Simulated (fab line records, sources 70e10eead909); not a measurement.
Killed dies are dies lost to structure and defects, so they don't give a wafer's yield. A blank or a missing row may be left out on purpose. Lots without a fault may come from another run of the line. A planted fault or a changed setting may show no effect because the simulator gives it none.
Which tool did it? | flow nand_harc | 14 lots, 42 wafers sampled, at 1 step of a route of 1302

WHAT THE GAUGES READ, wafer by wafer
NHARC_P_ZERO_WELL_INSPECT_43.
lot  | measured     | on                | raw_defect_count
L377 | day 2 04:20  | defect_inspect-01 | 7 11 16
L379 | day 2 23:48  | defect_inspect-01 | 31 14 16
L380 | day 3 10:35  | defect_inspect-01 | 14 13 14
L382 | day 4 05:43  | defect_inspect-01 | 34 14 26
L383 | day 4 15:33  | defect_inspect-02 | 2 4 8
L384 | day 5 01:20  | defect_inspect-01 | 18 13 12
L385 | day 5 17:01  | defect_inspect-02 | 13 8 19
L388 | day 6 18:11  | defect_inspect-02 | 9 6 8
L389 | day 7 03:47  | defect_inspect-01 | 4 8 23
L391 | day 7 23:14  | defect_inspect-02 | 11 7 9
L397 | day 10 12:04 | defect_inspect-01 | 20 20 11
L398 | day 11 03:16 | defect_inspect-02 | 9 10 10
L399 | day 11 07:36 | defect_inspect-02 | 14 12 19
L400 | day 11 17:40 | defect_inspect-01 | 24 9 11

WHICH TOOL RAN EACH LOT (tool, then ch and the chambers of the sampled wafers, then the start)
The record holds no process step before these readings.

WHAT THE TOOLS THEMSELVES READ (means of the sampled wafers that have a number; where no wafer has one, the mark that the record gives instead)
The record holds no such reading with a usual standard deviation.

THE ANSWER, worked out from the rows above alone
Rule: what is usual is taken from the lots themselves. Put in order of their means at a reading, lots are off if they are a third of the lots or fewer, leave a main group of 4 or more, and stand apart from it by a gap of 3 or more times the standard deviation of the main group's means; of several such gaps the widest counts. A main group whose means are all the same, to the digits that the tables above print for the reading, isn't used. A lot without any number at a reading at which 4 lots or more have one is off too. The other lots that the step has rows for count as sound. The gauges are gone through in route order, then the tools' own readings, and for those a lot's mean is taken as printed above. The first step at which some lot is off is used, and at that step the reading that is off furthest; a lot without a number counts as furthest.
No lot is off at any reading shown: from this, nothing can be told.

WHAT THE SIMULATOR HAD PUT IN
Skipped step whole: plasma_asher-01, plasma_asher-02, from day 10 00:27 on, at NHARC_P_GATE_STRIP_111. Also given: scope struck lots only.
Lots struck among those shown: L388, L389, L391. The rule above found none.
